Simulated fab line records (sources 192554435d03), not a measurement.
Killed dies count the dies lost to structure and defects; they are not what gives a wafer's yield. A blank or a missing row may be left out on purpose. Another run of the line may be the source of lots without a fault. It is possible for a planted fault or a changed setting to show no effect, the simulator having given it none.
Split-lot trial -- flow n5 finfet -- route with 1938 steps; 7 lots, 21 wafers read

## ON THE SPLIT
At N5_BEOL_M5_ETCH_68 (etches SOC in N2/H2, target depth 80 nm, overetch 16 nm, time 120 s), the setting bias w was moved away from the recipe's 150 W on 8 of the 21 wafers read, by -14.7% to +13.4%. All remaining wafers had this setting at the recipe value.

The reading comes from the split's own step.

## THE READING
rf vpp V, in V, at N5_BEOL_M5_ETCH_68 (etches SOC in N2/H2, target depth 80 nm, overetch 16 nm, time 120 s). Fault-free wafers of this fab line usually give 523.7 V, standard deviation 2.3 V.

wafer,"tool, chamber at the split","bias w as run, W",against the recipe,"rf vpp V, V",against lot-mates on the recipe
L076.1,"rie diel-03, 3",150,recipe,524.3,-
L076.2,"rie diel-03, 1",150,recipe,525.9,-
L076.4,"rie diel-03, 0",150,recipe,524.8,-
L082.1,"rie diel-01, 1",150,recipe,528.7,-
L082.2,"rie diel-01, 0",150,recipe,523.2,-
L082.6,"rie diel-01, 2",133.9,-10.7%,488.6,-37.4
L089.2,"rie diel-01, 2",150,recipe,524.4,-
L089.3,"rie diel-01, 0",170.1,+13.4%,568.4,+44.0
L089.6,"rie diel-01, 0",170.1,+13.4%,567.1,+42.7
L093.4,"rie diel-03, 1",150,recipe,526.1,-
L093.5,"rie diel-03, 2",150,recipe,523.2,-
L093.6,"rie diel-03, 3",150,recipe,524.6,-
L094.1,"rie diel-03, 0",127.9,-14.7%,472.8,-50.9
L094.5,"rie diel-03, 3",127.9,-14.7%,474.5,-49.2
L094.6,"rie diel-03, 0",150,recipe,523.7,-
L092.1,"rie diel-02, 0",132.6,-11.6%,482.1,-39.7
L092.4,"rie diel-02, 0",150,recipe,522.3,-
L092.5,"rie diel-02, 2",150,recipe,521.3,-
L096.1,"rie diel-03, 0",150,recipe,523.8,-
L096.2,"rie diel-03, 3",132.6,-11.6%,487.1,-36.7
L096.6,"rie diel-03, 0",132.6,-11.6%,483.2,-40.6

FIT RESULTS
A straight line over all 21 wafers: rf vpp V changes by +3.37 V for each +1% of bias w; r = +1.00; the points scatter about the line by 1.9 V.
The same after taking each lot's own level away (the mean of its wafers on the recipe; 21 wafers): +3.34 V for each +1%; r = +1.00; scatter 1.4 V.
The reading moves by 49 V for the largest change in bias w, on that fit.
Across the lots, their own levels run from 521.80 to 525.95 V, a range of 1.8 times the standard deviation given above.
The two slopes agree, so the slope changes little with the lot-to-lot level.
Check: -49.2 V against its lot-mates is what the line predicts for one of the wafers moved furthest among these (-14.7%) when that wafer is left out of the fit. Against them it came out at -50.9 V.
Tool readings at the split's step, against how far the setting was moved: rf vpp V r = +1.00.

## THESE WAFERS: OTHER SPLITS
Before the reading, these wafers also passed through other splits. Each is held against what the fit with the lots' levels taken away leaves over:
other split on the same wafers,wafers away from the commonest value,r with rf vpp V (lot level and that fit taken away)
N5_BEOL_M2_TRENCH_ETCH_37 time s,5,+0.22
N5_BEOL_M4_COAT_67 spin rpm,5,+0.33
N5_BEOL_M4_DESCUM_33 time s,7,-0.19
N5_BEOL_M5_COAT_71 spin rpm,8,-0.11

## THE WHOLE CHAIN: every reading that the file lists as answering this split, in the file's order
step,what it does,reading,change (the file's fit),r (the file's)
N5_BEOL_M5_ETCH_68,"etches SOC in N2/H2, target depth 80 nm, overetch 16 nm, time 120 s",rf vpp V,+3.36 V for each +1% of the setting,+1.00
N5_BEOL_M5_ETCH_68,"etches SOC in N2/H2, target depth 80 nm, overetch 16 nm, time 120 s","SiARC_of_BEOL_M5_COAT_66.thk nm (the simulator's own value, which no gauge read)",-0.0708 nm for each +1% of the setting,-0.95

## THE FILE'S OWN FIT
rf vpp V changes by +3.36 V for each +1% of bias w, r = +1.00.
